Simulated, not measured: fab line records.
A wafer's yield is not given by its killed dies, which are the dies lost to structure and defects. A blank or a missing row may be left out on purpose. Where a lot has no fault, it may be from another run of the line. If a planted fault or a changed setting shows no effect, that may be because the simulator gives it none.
A lot that was struck, set against a sound lot | flow nandHarc | 43 out of 1302 route steps
Sound: the wafers L251.1, L251.2, L251.3. Wafers L255.2, L255.4, L255.5 were the ones struck. The cause comes at the end.
Each step with rows lists, per side, the tool, then ch with its chambers, then its first start. Under that, the readings that differ: sound wafers | struck wafers | difference of the means | sigmas: that difference in standard deviations of wafers without a fault.
alike: words and numbers the same on both sides, and readings whose means are apart by under 2 such deviations; not compared: readings that were withheld, readings missing a value for some wafer, numbers with overlapping values and no deviation given by the record, and bounds like >300 which may hide the same value.
The two part at a step that has a row with sigmas, a row that says differs or no value, or rows on one side only. Numbers that have no deviation but don't overlap get no sigmas and don't part them. A reading that every wafer of one side lacks parts them only if that side has two wafers or more.

first, 1 step without rows for these wafers: NHARC_A_CONTACT_DEVELOP_41 (develop time 35 s).
NHARC_A_CONTACT_CD_MEAS_42 targets a cd of 300 nm.
  sound on cdSem-03 ch 0, day 25 14:30; struck on cdSem-03 ch 0, day 27 10:11
  alike: cdNm
NHARC_A_CONTACT_OVL_MEAS_43:
  sound on overlay-02 at day 25 14:35; struck on overlay-01 at day 27 10:16
  alike: overlayXNm, overlayYNm
NHARC_A_CONTACT_INSPECT_44:
  sound on defectInspect-02 at day 25 14:38; struck on defectInspect-01 at day 27 10:19
reading        | sound    | struck      | difference | sigmas
rawDefectCount | 46 43 59 | 133 135 124 | +81        | +2
NHARC_A_CONTACT_DESCUM_47: chemistry O2, time 3 s.
  sound on rieDiel-08 ch 0,1,3, day 25 14:41; struck on rieDiel-13 ch 0,2,3, day 27 10:23
  alike: drypumpMotorCurrentA, oesProductAu, rfVppV, showerheadPlenumPTorr, throttleValvePct
  not compared: rfHoursCounterH
then, 1 step without rows for these wafers: NHARC_A_CONTACT_ETCH_48 (etches the open film in CF4, target depth 39 nm, time 65 s).
NHARC_A_CONTACT_ETCH_49: etches the open film in N2/H2, target depth 260 nm, time 475.3 s.
  sound on rieDiel-08 ch 0,1,2; struck on rieDiel-13 ch 0,1,3
  alike: drypumpMotorCurrentA, oesProductAu, rfVppV, showerheadPlenumPTorr, throttleValvePct
  not compared: rfHoursCounterH
then, 5 steps without rows for these wafers: NHARC_A_CONTACT_ETCH_50 (etches the open film in CF4/CHF3, target depth 121 nm, time 60.5 s); NHARC_A_CONTACT_ETCH_51 (etches the open film in O2/COS, target depth 7000 nm, time 1820 s); NHARC_A_CONTACT_ETCH_111 (etches the open film in C4F8/O2/Ar, time 140 s, target depth 700 nm); NHARC_A_CONTACT_ETCH_112 (etches the open film in C4F8/O2/Ar, time 190 s, target depth 1850 nm); NHARC_A_CONTACT_ETCH_113 (etches the open film in C4F8/O2/Ar, time 190 s, target depth 1850 nm).
NHARC_A_CONTACT_ETCH_114: etches the open film in C4F8/O2/Ar, time 190 s, target depth 1850 nm.
  sound on harCapEtch-03 ch 0,1, day 25 17:14; struck on harCapEtch-03 ch 0, day 27 13:09
  not compared: rfHoursCounterH
then, 1 step without rows for these wafers: NHARC_A_CONTACT_ETCH_115 (etches the open film in C4F8/O2/Ar, time 190 s, target depth 1850 nm).
NHARC_A_CONTACT_ETCH_116: etches the open film in C4F8/O2/Ar, time 190 s, target depth 1850 nm.
  sound on harCapEtch-03 ch 0,1, day 25 17:41; struck on harCapEtch-03 ch 0, day 27 13:37
  not compared: rfHoursCounterH
then, 2 steps without rows for these wafers: NHARC_A_CONTACT_ETCH_117 (etches the open film in C4F8/O2/Ar, time 190 s, target depth 1850 nm); NHARC_A_CONTACT_ETCH_118 (etches the open film in C4F8/O2/Ar, time 190 s, target depth 1850 nm).
NHARC_A_CONTACT_ETCH_119: etches the open film in C4F8/O2/Ar, time 190 s, target depth 1850 nm.
  sound on harCapEtch-03 ch 0,1, day 25 18:22; struck on harCapEtch-03 ch 0, day 27 14:18
  not compared: rfHoursCounterH
then, 2 steps without rows for these wafers: NHARC_A_CONTACT_ETCH_120 (etches the open film in C4F8/O2/Ar, time 190 s, target depth 1850 nm); NHARC_A_CONTACT_ETCH_121 (etches the open film in C4F8/O2/Ar, time 190 s, target depth 1850 nm).
NHARC_A_CONTACT_ETCH_122: etches the open film in C4F8/O2/Ar, time 190 s, target depth 1850 nm.
  sound on harCapEtch-03 ch 0,1, day 25 19:04; struck on harCapEtch-03 ch 0, day 27 14:59
  not compared: rfHoursCounterH
then, 3 steps without rows for these wafers: NHARC_A_CONTACT_ETCH_123 (etches the open film in C4F8/O2/Ar, time 490 s, target depth 2110 nm); NHARC_A_CONTACT_ETCH_90 (etches the open film in CH3F/O2, target depth 40 nm, time 85.7 s); NHARC_A_CONTACT_ETCH_96 (etches the open film in C4F6/O2, target depth 20 nm, time 10 s).
NHARC_A_CONTACT_CD_MEAS_53:
  sound on cdSem-03 at day 25 20:39; struck on cdSem-01 at day 27 16:33
  alike: cdNm
then, 17 steps without rows for these wafers: NHARC_A_CONTACT_STRIP_99 (strips in N2/H2); NHARC_A_CONTACT_STRIP_100 (strips in CF4/CHF3); NHARC_A_CONTACT_STRIP_101 (strips in O2/COS); NHARC_A_CONTACT_ETCH_102 (etches the open film in CF4/O2, target depth 100 nm, overetch 10 nm, time 55 s); NHARC_A_CONTACT_STRIP_55 (strips in O2); NHARC_A_CONTACT_STRIP_56 (strips in post etch residue remover, time 600 s); NHARC_A_CONTACT_DEP_57 (deposits aC, target thk 5300 nm); NHARC_A_CONTACT_DEP_58 (deposits SiON, target thk 90 nm); NHARC_A_CONTACT_DEHYDRATE_59 (time 120 s); NHARC_A_CONTACT_HMDS_60 (time 30 s); NHARC_A_CONTACT_COAT_61 (time 75 s); NHARC_A_CONTACT_COAT_62 (time 65 s); NHARC_A_CONTACT_COAT_63 (resist thk 90 nm); NHARC_A_CONTACT_SOFTBAKE_64 (time 55 s); NHARC_A_CONTACT_EBR_65; NHARC_A_CONTACT_EXPOSE_66 (exposes mask A CC 2); NHARC_A_CONTACT_PEB_67 (peb time 65 s).
-- record jumps: 3 days between struck wafers' starts before vs after; left off in module A_CONTACT, resumes in module END, first step shown is number 1302 of the route --
NHARC_END_SORT_01:
  sound on prober-01 ch 0, day 28 10:49; struck on prober-02 ch 0, day 30 15:43
reading       | sound    | struck      | difference | sigmas
killedAtArray | 27 38 41 | 150 144 160 | +116       | +6
killedDies    | 31 44 43 | 152 148 161 | +114       | +6
  alike: killedAtOther, killedAtPeriphery, killedOpen, killedShort

WHERE THEY PART
First at NHARC_A_CONTACT_INSPECT_44; last, within this record, at NHARC_END_SORT_01.

WHY: the cause the simulator had injected
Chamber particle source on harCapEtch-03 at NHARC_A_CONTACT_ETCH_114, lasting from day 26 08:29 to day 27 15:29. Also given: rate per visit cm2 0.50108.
